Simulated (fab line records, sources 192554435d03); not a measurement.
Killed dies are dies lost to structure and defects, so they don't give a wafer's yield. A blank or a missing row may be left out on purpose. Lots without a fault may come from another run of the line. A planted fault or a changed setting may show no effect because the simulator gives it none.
fab line records | flow n5_finfet
record lots=9 wafers=25 last_day=18
route steps=1938 shown BEOL_M4@1111 BEOL_M7@1285 PASSIVATION@1936
lots that met no fault: from a run of the same line without faults
start_h: hours from the record's first day to the start of the lot's first wafer shown | wait_h: hours since the lot's step before | " the same as in the row above | L1.1+2: a row that stands for several wafers | - no value, or no start given | * or withheld: withheld | < > ~ a bound
route shown NAME@n: a module of which the file shows steps, and the number in the route of the first | usual: mean/standard deviation of fault-free wafers | same: alike in all rows | chamber/n: place in a boat | sites: the reading at each site | _std_site: their standard deviation | _edge_site: outer sites' mean less inner sites' | radius_mm: how far each site lies from the wafer's centre | mask NAME#n: copy n | behind: the tool/chamber that last shaped the wafer | hold: why the lot was held/for how many hours/how that ended | device: the transistor (n, p or np) that didn't switch | end of line: the same wafers' tests at the end of the route | a step without rows: its recipe alone | killed: dies lost to structure and defects at the first sort, not the wafer's yield | map: a wafer's dies, x killed, . not, _ none there
set.NAME: the setting as run; set.NAME@STEP: as run at that earlier step | model.NAME: the simulator's own value behind a step, which no gauge read
steps of the route over a sample of lots; a table a step, a row a wafer
services: from which hour (start_h, from the record's first day; less than 0 if before it) a tool's chamber was out of use, for how many hours, and why
## steps
# step N5_BEOL_M4_RC_MEAS_101
# usual DIBL_N=36.0/1.7 DIBL_P=36.0/2 IOFF_N=0.156/0.028 IOFF_P=0.21/0.04 ION_N=673/12 ION_P=463/8.3 SS_N=71.4/0.6 SS_P=73.3/0.66 VT_N=250/3 VT_P=-250/3.8
# columns lot.wafer tool chamber start_h wait_h DIBL_N[mV/V] DIBL_P[mV/V] IOFF_N[nA/um] IOFF_P[nA/um] ION_N[uA/um] ION_P[uA/um] SS_N[mV/dec] SS_P[mV/dec] VT_N[mV] VT_P[mV]
L295.2 prober-01 0 165.53 0.2 35.2 35.4 0.146 0.20 668 470 71.2 73.2 252 -250
L295.3 " 0 " " 33.2 33.1 0.118 0.16 661 461 70.4 73.0 254 -253
L295.6 " 0 " " 33.7 34.3 0.132 0.19 667 458 71.0 72.7 252 -250
L297.1 prober-02 0 169.30 0.0 35.8 35.5 0.155 0.16 674 460 72.5 73.2 250 -257
L297.4 " 0 " " 38.5 39.1 0.207 0.22 680 454 72.3 74.7 248 -251
L297.6 " 0 " " 35.0 35.3 0.146 0.17 668 454 70.5 73.0 248 -256
L300.1 prober-01 0 190.45 0.0 34.8 33.7 0.118 0.18 652 454 71.3 73.1 255 -252
L300.2 " 0 " " 37.8 38.1 0.169 0.24 669 465 72.4 73.7 250 -246
L300.4 " 0 " " 35.3 34.2 0.136 0.18 672 463 71.1 72.9 250 -252
L305.3 prober-02 0 227.16 0.3 32.3 32.4 0.112 0.19 658 462 70.2 72.7 254 -249
L305.4 " 0 " " 34.6 35.4 0.156 0.23 682 467 71.0 73.5 250 -247
L305.5 " 0 " " 34.7 35.3 0.142 0.22 660 459 71.6 73.2 252 -247
L312.3 prober-02 0 274.46 0.3 37.1 36.2 0.156 0.22 687 470 71.3 72.2 248 -248
L312.4 " 0 " " 37.9 36.2 0.163 0.22 672 460 71.2 72.9 251 -249
L313.2 prober-01 0 275.87 0.2 34.1 35.3 0.130 0.16 660 447 71.4 72.9 252 -257
L313.4 " 0 " " 33.2 33.7 0.116 0.15 672 451 71.2 72.9 251 -256
L313.6 " 0 " " 32.0 32.7 0.098 0.13 652 450 70.7 72.6 257 -257
L314.2 prober-02 0 289.62 0.2 34.4 34.3 0.118 0.18 667 462 70.8 72.6 256 -251
L314.6 " 0 " " 34.5 33.9 0.125 0.18 662 463 71.1 72.5 252 -252
L316.1 prober-02 0 296.62 0.0 34.3 34.3 0.137 0.20 671 463 71.6 73.4 252 -247
L316.3 " 0 " " 34.2 33.8 0.136 0.19 672 468 70.3 72.6 250 -249
L316.4 " 0 " " 34.4 34.6 0.143 0.21 675 472 70.9 73.2 249 -245
L318.1 prober-02 0 312.58 0.0 36.8 37.8 0.184 0.23 694 471 71.0 73.2 246 -249
L318.2 " 0 " " 36.1 37.0 0.167 0.21 684 464 71.1 72.9 248 -251
L318.6 " 0 " " 36.3 36.7 0.166 0.21 680 459 71.8 73.4 247 -253
# step N5_BEOL_M7_STRIP_19
# recipe chemistry=O2 power_w=400 temp_c=40 pressure_mtorr=30 rf_frequency_hz=6e+07 bias_power_w=0 overash_fraction=0.2 o2_flow_sccm=225
# usual drypump_motor_current_A=5.9/0.55 oes_product_au=0.82/0.099 rf_vpp_V=3.6/0.61 showerhead_plenum_p_Torr=2.11/0.079 throttle_valve_pct=16.61/0.2
# columns lot.wafer tool chamber start_h wait_h drypump_motor_current_A oes_product_au rf_hours_counter_h rf_vpp_V showerhead_plenum_p_Torr throttle_valve_pct
L295.2 rie_diel-04 2 190.41 0.1 5.7 0.69 241 4.9 2.16 16.73
L295.3 " 3 " " 5.5 0.94 13 4.4 2.26 16.33
L295.6 " 1 " " 5.3 0.67 - 3.0 2.14 16.56
L297.1 rie_diel-02 3 190.90 0.1 6.5 0.77 157 4.9 2.09 16.77
L297.4 " 0 " " 5.0 0.68 - 4.1 1.96 16.78
L297.6 " 3 " " 6.5 0.76 - 2.7 2.09 16.73
L300.1 rie_diel-02 2 212.32 0.2 6.7 0.83 83 3.7 2.11 16.88
L300.2 " 1 " " 6.2 0.93 8 4.2 2.05 16.47
L300.4 " 0 " " 5.0 1.02 2 3.3 2.23 16.29
L305.3 rie_diel-02 0 253.32 0.1 5.0 0.97 14 3.2 2.22 16.32
L305.4 " 2 " " 6.7 0.81 96 3.9 2.10 16.92
L305.5 " 1 " " 6.2 0.89 - 2.9 2.04 16.50
L312.3 rie_diel-02 0 295.86 0.1 5.0 0.95 25 3.6 2.22 16.35
L312.4 " 3 " " 6.5 0.75 190 2.9 2.08 16.80
L313.2 rie_diel-05 3 299.15 0.1 6.4 0.77 134 2.6 2.01 16.63
L313.4 " 0 " " 5.5 0.69 243 3.1 2.14 16.65
L313.6 " 3 " " 6.3 0.76 - 5.1 2.01 16.64
L314.2 rie_diel-05 3 314.95 0.1 6.3 0.75 138 3.9 2.01 16.66
L314.6 " 0 " " 5.5 0.68 - 4.0 2.14 16.68
L316.1 rie_diel-05 3 325.76 0.1 6.3 0.76 142 3.2 2.01 16.66
L316.3 " 2 " " 6.4 0.85 77 3.8 2.05 16.72
L316.4 " 1 " " 5.6 0.72 - 2.8 2.01 16.65
L318.1 rie_diel-05 3 342.37 0.1 6.3 0.75 148 4.6 2.01 16.68
L318.2 " 1 " " 5.6 0.74 186 3.7 2.01 16.68
L318.6 " 1 " " 5.6 0.73 - 3.4 2.01 16.65
# step N5_BEOL_M7_CD_MEAS_18
# recipe pitch_nm=80 target_cd_nm=40
# usual cd_nm=40.4/0.66
# columns lot.wafer tool chamber start_h wait_h cd_nm
L295.2 cd_sem-02 - 190.48 0.1 41.6
L295.3 " - " " 41.3
L295.6 " - " " 40.5
L297.1 cd_sem-03 - 190.97 0.0 40.0
L297.4 " - " " 39.9
L297.6 " - " " 38.7
L300.1 cd_sem-01 - 212.39 0.0 42.0
L300.2 " - " " 41.1
L300.4 " - " " 41.7
L305.3 cd_sem-03 - 253.39 0.1 40.2
L305.4 " - " " 40.5
L305.5 " - " " 40.4
L312.3 cd_sem-01 - 295.94 0.1 40.0
L312.4 " - " " 41.4
L313.2 cd_sem-02 - 299.22 0.1 39.4
L313.4 " - " " 39.1
L313.6 " - " " 39.4
L314.2 cd_sem-03 - 315.02 0.1 40.0
L314.6 " - " " 39.9
L316.1 cd_sem-01 - 325.83 0.0 40.8
L316.3 " - " " 39.9
L316.4 " - " " 40.7
L318.1 cd_sem-02 - 342.45 0.1 40.3
L318.2 " - " " 40.4
L318.6 " - " " 40.2
# step N5_BEOL_M7_VIA_ETCH_34
# recipe chemistry=C4F6/O2 target=SiCOH_lowk target_depth_a=1255 mask_material=SOC taper_deg=4 time_s=50.5 ion_energy_ev=250 pressure_mtorr=30 source_w=345 bias_w=185 Ar_flow_sccm=300 C4F6_flow_sccm=10 O2_flow_sccm=10
# usual C4F6_flow_sccm=9.997/0.027 drypump_motor_current_A=5.9/0.5 oes_product_au=0.83/0.09 rf_vpp_V=659/9.6 run_length_s=74.0/0.35 showerhead_plenum_p_Torr=2.87/0.091 throttle_valve_pct=20.82/0.22
# columns lot.wafer tool chamber start_h wait_h C4F6_flow_sccm drypump_motor_current_A oes_product_au rf_hours_counter_h rf_vpp_V run_length_s showerhead_plenum_p_Torr throttle_valve_pct
L297.1 rie_diel-04 2 192.62 0.0 10.024 5.7 0.69 241 667 73.8 2.94 20.99
L297.4 " 3 " " 10.029 5.5 0.93 - 648 74.6 3.03 20.46
L297.6 " 2 " " 10.002 5.7 0.69 - 667 74.2 2.94 20.99
L295.2 rie_diel-04 2 193.16 0.0 9.944 5.7 0.69 242 668 73.7 2.94 20.99
L295.3 " 1 " " 9.974 5.4 0.67 247 665 74.5 2.93 20.85
L295.6 " 3 " " 10.060 5.5 0.92 - 646 74.1 3.03 20.47
L300.1 rie_diel-05 1 214.06 0.0 9.987 5.6 0.76 147 645 74.8 2.75 20.79
L300.2 " 0 " " 9.965 5.5 0.70 219 662 74.1 2.92 20.81
L300.4 " 3 " " 9.932 6.4 0.79 108 667 73.9 2.73 20.71
L305.3 rie_diel-04 3 257.29 0.0 9.965 5.5 0.88 37 646 74.0 3.02 20.50
L305.4 " 0 " " 10.022 5.4 0.93 12 670 74.4 2.90 21.01
L305.5 " 3 " " 9.988 5.5 0.88 - 644 74.4 3.02 20.48
L312.3 rie_diel-04 1 297.75 0.0 9.990 5.3 0.91 15 666 64.4 2.92 20.54
L312.4 " 3 " " 9.987 5.5 0.86 52 646 74.3 3.01 20.53
L313.2 rie_diel-04 1 299.95 0.0 10.006 5.3 0.91 16 665 64.5 2.92 20.55
L313.4 " 3 " " 9.999 5.5 0.85 53 644 74.2 3.01 20.50
L313.6 " 2 " " 10.012 5.7 1.01 - 667 73.7 2.93 20.59
L314.2 rie_diel-04 2 318.05 0.0 9.991 5.7 0.96 7 666 64.4 2.93 20.60
L314.6 " 2 " " 9.990 5.7 0.97 - 666 73.8 2.93 20.59
L316.1 rie_diel-05 2 326.47 0.0 9.997 6.5 0.84 77 647 74.2 2.78 20.93
L316.3 " 3 " " 9.982 6.3 0.76 142 667 74.3 2.72 20.78
L316.4 " 3 " " 9.972 6.3 0.76 - 668 74.1 2.72 20.76
L318.1 rie_diel-05 1 344.08 0.0 9.985 5.6 0.72 187 644 74.2 2.73 20.87
L318.2 " 2 " " 10.056 6.5 0.83 84 647 74.2 2.78 20.93
L318.6 " 1 " " 9.975 5.6 0.73 - 645 74.6 2.73 20.84
# step N5_BEOL_M7_STRIP_80
# recipe chemistry=N2/H2 time_s=10 power_w=450 temp_c=40 pressure_mtorr=20 rf_frequency_hz=6e+07 bias_power_w=7 n2_flow_sccm=200 h2_flow_sccm=200
# usual drypump_motor_current_A=5.9/0.5 oes_product_au=0.83/0.091 rf_vpp_V=59.4/0.81 showerhead_plenum_p_Torr=2.55/0.082 throttle_valve_pct=23.6/0.33
# columns lot.wafer tool chamber start_h wait_h drypump_motor_current_A oes_product_au rf_hours_counter_h rf_vpp_V showerhead_plenum_p_Torr throttle_valve_pct
L297.1 rie_diel-04 2 - - 5.7 0.70 242 59.3 2.60 23.5
L297.4 " 3 " " 5.5 0.93 - 58.3 2.69 23.0
L297.6 " 2 " " 5.7 0.69 - 58.1 2.60 23.5
L295.2 rie_diel-04 2 - - 5.7 0.68 242 60.2 2.60 23.6
L295.3 " 1 " " 5.3 0.68 247 58.9 2.61 23.8
L295.6 " 3 " " 5.5 0.94 - 61.4 2.69 23.0
L300.1 rie_diel-05 1 - - 5.6 0.75 147 58.5 2.44 23.5
L300.2 " 0 " " 5.5 0.70 219 59.4 2.62 23.9
L300.4 " 3 " " 6.3 0.78 108 58.5 2.45 23.7
L305.3 rie_diel-04 3 - - 5.4 0.89 38 59.4 2.68 23.0
L305.4 " 0 " " 5.4 0.93 12 58.4 2.59 24.0
L305.5 " 3 " " 5.5 0.89 - 59.3 2.68 23.0
L312.3 rie_diel-04 1 - - 5.4 0.92 16 59.0 2.60 23.6
L312.4 " 3 " " 5.5 0.87 52 59.5 2.67 23.0
L313.2 rie_diel-04 1 - - 5.3 0.90 16 58.2 2.60 23.6
L313.4 " 3 " " 5.5 0.87 53 60.7 2.67 23.0
L313.6 " 2 " " 5.7 1.01 - 58.8 2.59 23.1
L314.2 rie_diel-04 2 - - 5.7 0.98 7 58.8 2.59 23.1
L314.6 " 2 " " 5.7 0.97 - 60.3 2.59 23.1
L316.1 rie_diel-05 2 - - 6.5 0.84 77 60.5 2.47 23.5
L316.3 " 3 " " 6.3 0.76 142 59.5 2.43 23.8
L316.4 " 3 " " 6.4 0.76 - 58.3 2.43 23.8
L318.1 rie_diel-05 1 - - 5.6 0.73 187 58.5 2.42 23.6
L318.2 " 2 " " 6.5 0.84 85 58.9 2.46 23.5
L318.6 " 1 " " 5.6 0.73 - 59.2 2.42 23.6
# step N5_PASSIVATION_PROBE_49
# usual defect_limited_yield=91.6/1.6 killed_at_M0_to_M3=31/10 killed_at_M4_up=14/6.3 killed_at_contacts=12/6.1 killed_at_front_end=39/12 killed_at_other=3.7/2.8 killed_dies=100/19 killed_open=66/14 killed_short=33/8.1 sort_bin_5_function=5.0/1.1 sort_bin_6_memory=3.2/0.66 sort_n_pass=1080/18 sort_yield_pct=91.6/1.6
# same gross_dies=1180 killed_at_back_side=0 sort_bin_4_leakage[%]=0 sort_bin_8_speed[%]=0
# columns lot.wafer tool chamber start_h wait_h defect_limited_yield[%] killed_at_M0_to_M3 killed_at_M4_up killed_at_contacts killed_at_front_end killed_at_other killed_dies killed_open killed_short sort_bin_5_function[%] sort_bin_6_memory[%] sort_n_pass sort_yield_pct[%]
L300.1 prober-01 - 297.03 0.0 91.4 31 12 24 32 2 101 65 36 4.9 3.5 1079 91.4
L300.2 prober-01 - 297.08 0.1 93.2 22 6 22 28 2 80 51 27 3.6 2.9 1100 93.2
L300.4 prober-01 - 297.18 0.2 92.4 36 11 10 26 7 90 55 35 4.9 2.0 1090 92.4
L312.3 prober-02 - 376.80 0.1 85.3 36 49 26 58 5 174 84 48 9.5 4.6 1006 85.3
L312.4 prober-02 - 376.85 0.2 88.3 27 22 11 74 4 138 88 46 7.3 4.1 1042 88.3
L313.2 prober-01 - 382.73 0.1 90.3 17 38 17 41 2 115 54 35 6.8 2.4 1065 90.3
L313.4 prober-01 - 382.83 0.2 90.9 30 5 11 56 5 107 65 40 5.3 3.3 1073 90.9
L313.6 prober-01 - 382.93 0.3 89.7 34 14 15 55 3 121 78 43 6.0 3.8 1059 89.7
L314.2 prober-01 - 393.25 0.1 86.8 47 52 9 36 12 156 82 40 8.1 4.7 1024 86.8
L314.6 prober-01 - 393.45 0.3 89.2 47 10 16 44 10 127 80 46 6.9 3.5 1053 89.2
# killed by level:class
L300.1 MOL_CONTACT_COAG:geometric_particle:open=20 FIN_SAQP:geometric_particle:short=8 BEOL_M0_SAQP:geometric_particle:short=7 BEOL_M3:geometric_particle:open=7 FIN_SAQP:geometric_particle:open=5 GATE_CUT:geometric_particle:short=5 BEOL_M0_SAQP:geometric_particle:open=5 BEOL_M4:geometric_particle:open=5
L300.2 MOL_CONTACT_COAG:geometric_particle:open=17 FIN_SAQP:geometric_particle:open=8 FIN_SAQP:geometric_particle:short=7 MOL_CONTACT_COAG:geometric_particle:short=5 BEOL_M3:geometric_particle:open=5 GATE_CUT:geometric_particle:short=4 BEOL_M0_SAQP:geometric_particle:short=4 BEOL_M0:geometric_particle:open=4
L300.4 MOL_CONTACT_COAG:geometric_particle:open=10 BEOL_M0_SAQP:geometric_particle:short=9 STI_FIN_REVEAL:geometric_particle:open=5 BEOL_M0_SAQP:geometric_particle:open=5 BEOL_M0:geometric_particle:short=5 FIN_SAQP:geometric_particle:open=4 BEOL_M3:geometric_particle:open=4 BEOL_M4:geometric_particle:open=4
L312.3 BEOL_M7:area_etch=36 MOL_CONTACT_COAG:geometric_particle:open=23 FIN_SAQP:geometric_particle:short=17 FIN_SAQP:geometric_particle:open=9 BEOL_M2:geometric_particle:open=8 BEOL_M1:geometric_particle:open=7 STI_FIN_REVEAL:geometric_particle:open=7 GATE_CUT:geometric_particle:short=7
L312.4 STI_FIN_REVEAL:geometric_particle:open=23 FIN_SAQP:geometric_particle:open=15 BEOL_M4:geometric_particle:open=12 FIN_SAQP:geometric_particle:short=11 MOL_CONTACT_COAG:geometric_particle:open=9 BEOL_M0_SAQP:geometric_particle:open=6 BEOL_M0_SAQP:geometric_particle:short=6 STI_FIN_REVEAL:geometric_particle:short=5
L313.2 BEOL_M7:area_etch=26 MOL_CONTACT_COAG:geometric_particle:open=13 BEOL_M4:geometric_particle:open=7 STI_FIN_REVEAL:geometric_particle:open=6 FIN_SAQP:geometric_particle:short=5 BEOL_M3:geometric_particle:open=5 SPACER0:geometric_particle:short=5 FIN_SAQP:geometric_particle:open=4
L313.4 FIN_SAQP:geometric_particle:short=16 FIN_SAQP:geometric_particle:open=13 STI_FIN_REVEAL:geometric_particle:open=10 MOL_CONTACT_COAG:geometric_particle:open=9 BEOL_M2:geometric_particle:open=7 BEOL_M0_SAQP:geometric_particle:open=6 BEOL_M3:geometric_particle:open=6 BEOL_M2:geometric_particle:short=3
L313.6 FIN_SAQP:geometric_particle:short=13 STI_FIN_REVEAL:geometric_particle:open=12 MOL_CONTACT_COAG:geometric_particle:open=10 BEOL_M3:geometric_particle:open=9 FIN_SAQP:geometric_particle:open=7 BEOL_M4:geometric_particle:open=6 MOL_CONTACT_COAG:geometric_particle:short=5 BEOL_M2:geometric_particle:short=5
L314.2 BEOL_M7:area_etch=31 BEOL_M0_SAQP:geometric_particle:short=15 BEOL_M0_SAQP:geometric_particle:open=14 STI_FIN_REVEAL:geometric_particle:open=9 MOL_CONTACT_COAG:geometric_particle:open=9 FIN_SAQP:geometric_particle:open=8 BEOL_M1:geometric_particle:open=7 BEOL_M4:geometric_particle:open=7
L314.6 STI_FIN_REVEAL:geometric_particle:open=20 BEOL_M0_SAQP:geometric_particle:short=15 BEOL_M1:geometric_particle:open=15 MOL_CONTACT_COAG:geometric_particle:open=11 BEOL_M0_SAQP:geometric_particle:open=10 FIN_SAQP:geometric_particle:open=6 STI_FIN_REVEAL:geometric_particle:short=5 PAD_METAL:geometric_particle:short=5
## services
# columns tool chamber start_h hours kind
rie_diel-04 0 184.42 - clean
rie_diel-04 0 184.42 - consumable_replace:esc
rie_diel-04 0 184.42 - consumable_replace:focus_ring
rie_diel-04 0 184.42 36.4 scheduled_down
rie_diel-04 0 184.42 36.4 vent_cycle
rie_diel-02 0 191.04 - clean
rie_diel-02 0 191.04 - consumable_replace:focus_ring
rie_diel-02 0 191.04 - consumable_replace:showerhead
rie_diel-02 0 191.04 13.5 scheduled_down
rie_diel-02 0 191.04 13.5 vent_cycle
rie_diel-04 1 220.95 - clean
rie_diel-04 1 220.95 - consumable_replace:focus_ring
rie_diel-04 1 220.95 21.6 scheduled_down
rie_diel-04 1 220.95 21.6 vent_cycle
rie_diel-04 2 265.06 - clean
rie_diel-04 2 265.06 - consumable_replace:focus_ring
rie_diel-04 2 265.06 27.9 scheduled_down
rie_diel-04 2 265.06 27.9 vent_cycle
rie_diel-02 0 324.30 6.3 repair
rie_diel-05 0 324.47 - clean
rie_diel-05 0 324.47 - consumable_replace:focus_ring
rie_diel-05 0 324.47 21.5 scheduled_down
rie_diel-05 0 324.47 21.5 vent_cycle
## key
first_sign step=N5_BEOL_M7_VIA_ETCH_34 reading=run_length_s direction=down sigmas=27 usual=* struck=*
effect step=N5_PASSIVATION_PROBE_49 reading=killed_at_M4_up direction=up sigmas=5.1 usual=14 struck=46
more_kills_born_at N5_BEOL_M7_VIA_ETCH_34@rie_diel-04=93
met_at N5_BEOL_M7_VIA_ETCH_34
struck_lots L312,L313,L314
struck_wafers L312.3,L313.2,L314.2
not_acting_at N5_BEOL_M7_STRIP_19,N5_BEOL_M7_CD_MEAS_18,N5_BEOL_M7_STRIP_80
onset_between 257.29 297.75
fault kind=process_parameter_drift tool=rie_diel-04 chamber=- onset_h=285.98 steps=N5_BEOL_M7_VIA_ETCH_34 channel=time_s offset=* shape=step end_h=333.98 scope=struck_wafers_only acts_in=* stated=*
